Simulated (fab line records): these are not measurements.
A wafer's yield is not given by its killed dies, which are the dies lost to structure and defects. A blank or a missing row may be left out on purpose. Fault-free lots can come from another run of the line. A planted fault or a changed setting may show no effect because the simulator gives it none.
Split-lot study ; flow n5_finfet ; 7 lots, 21 wafers read, on a route of 1938 steps

## ON THE SPLIT
At N5_BEOL_M9_COAT_05 (resist thk 90 nm), the setting spin_rpm was moved away from the recipe's 1500 rpm on 6 of the 21 wafers read, by -9.7% to +10.2%. All remaining wafers had this setting at the recipe value.

## BETWEEN THE SPLIT AND THE READING: the file shows 1 step in between
- N5_BEOL_M9_DESCUM_16: chemistry O2, time 7.9 s (also split here: time_s)

## THE READING
CAR-ArF_of_BEOL_M9_COAT_05.thk_nm (the simulator's own value, which no gauge read), in nm, at N5_BEOL_M9_ETCH_61 (etches SiARC in CF4, target depth 39 nm, time 65 s). There is no usual value for it anywhere in the file. The 15 wafers here that ran the recipe average 55.7 nm, standard deviation 0.4 nm.

wafer;tool, chamber at the split;spin_rpm as run, rpm;against the recipe;CAR-ArF_of_BEOL_M9_COAT_05.thk_nm, nm;against lot-mates on the recipe
L081.1;litho_track-03, 0;1500;recipe;55.6;-
L081.3;litho_track-03, 0;1500;recipe;56.4;-
L081.6;litho_track-03, 0;1500;recipe;56.2;-
L084.4;litho_track-05, 0;1500;recipe;55.6;-
L084.5;litho_track-05, 0;1625;+8.3%;53.2;-2.4
L084.6;litho_track-05, 0;1625;+8.3%;53.2;-2.4
L088.2;litho_track-05, 0;1653;+10.2%;51.4;-5.0
L088.5;litho_track-05, 0;1653;+10.2%;52.2;-4.2
L088.6;litho_track-05, 0;1500;recipe;56.4;-
L087.1;litho_track-02, 0;1354;-9.7%;60.4;+4.6
L087.4;litho_track-02, 0;1500;recipe;55.8;-
L087.5;litho_track-02, 0;1354;-9.7%;60.2;+4.4
L089.3;litho_track-02, 0;1500;recipe;55.4;-
L089.6;litho_track-02, 0;1500;recipe;55.4;-
L089.5;litho_track-02, 0;1500;recipe;55.6;-
L095.1;litho_track-03, 0;1500;recipe;56.4;-
L095.3;litho_track-03, 0;1500;recipe;55.8;-
L095.6;litho_track-03, 0;1500;recipe;55.6;-
L097.1;litho_track-05, 0;1500;recipe;55.4;-
L097.6;litho_track-05, 0;1500;recipe;55.4;-
L097.5;litho_track-05, 0;1500;recipe;55.2;-

THE FIT
A straight line over all 21 wafers: CAR-ArF_of_BEOL_M9_COAT_05.thk_nm changes by -0.399 nm for each +1% of spin_rpm; r = -0.97; the points scatter about the line by 0.48 nm.
The same after taking each lot's own level away (the mean of its wafers on the recipe; 21 wafers): -0.416 nm for each +1%; r = -0.98; scatter 0.45 nm.
The reading moves by 4.2 nm for the largest change in spin_rpm, on that fit.
The span of the lots' own levels, 55.33 to 56.40 nm, comes to 2.7 times the standard deviation stated above.
Consequently the slope shifts little with the lot-to-lot level, the two slopes agreeing.
Check: for one of the wafers moved furthest among these (+10.2%), held out of the fit, the line's prediction against its lot-mates is -3.9 nm. Against them it came out at -5 nm.

## FURTHER SPLITS ON THESE WAFERS
Before the reading, these wafers also passed through other splits. Each is held against what the fit with the lots' levels taken away leaves over:
other split on the same wafers;wafers away from the commonest value;r with CAR-ArF_of_BEOL_M9_COAT_05.thk_nm (lot level and that fit taken away)
N5_BEOL_M6_ALD_77 co_reactant_pulse_time_s;6;+0.02
N5_BEOL_M9_DESCUM_16 time_s;7;-0.65

## THE WHOLE CHAIN: every reading that the file lists as answering this split, in the file's order
step;what it does;reading;change (the file's fit);r (the file's)
N5_BEOL_M9_COAT_05;resist thk 90 nm;CAR-ArF_of_BEOL_M9_COAT_05.thk_nm (the simulator's own value, which no gauge read);-0.436 nm for each +1% of the setting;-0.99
N5_BEOL_M9_DESCUM_16;chemistry O2, time 7.9 s;CAR-ArF_of_BEOL_M9_COAT_05.thk_nm (the simulator's own value, which no gauge read);-0.425 nm for each +1% of the setting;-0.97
N5_BEOL_M9_ETCH_61;etches SiARC in CF4, target depth 39 nm, time 65 s;CAR-ArF_of_BEOL_M9_COAT_05.thk_nm (the simulator's own value, which no gauge read);-0.413 nm for each +1% of the setting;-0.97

## THE FILE'S OWN FIT
CAR-ArF_of_BEOL_M9_COAT_05.thk_nm changes by -0.413 nm for each +1% of spin_rpm, r = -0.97.
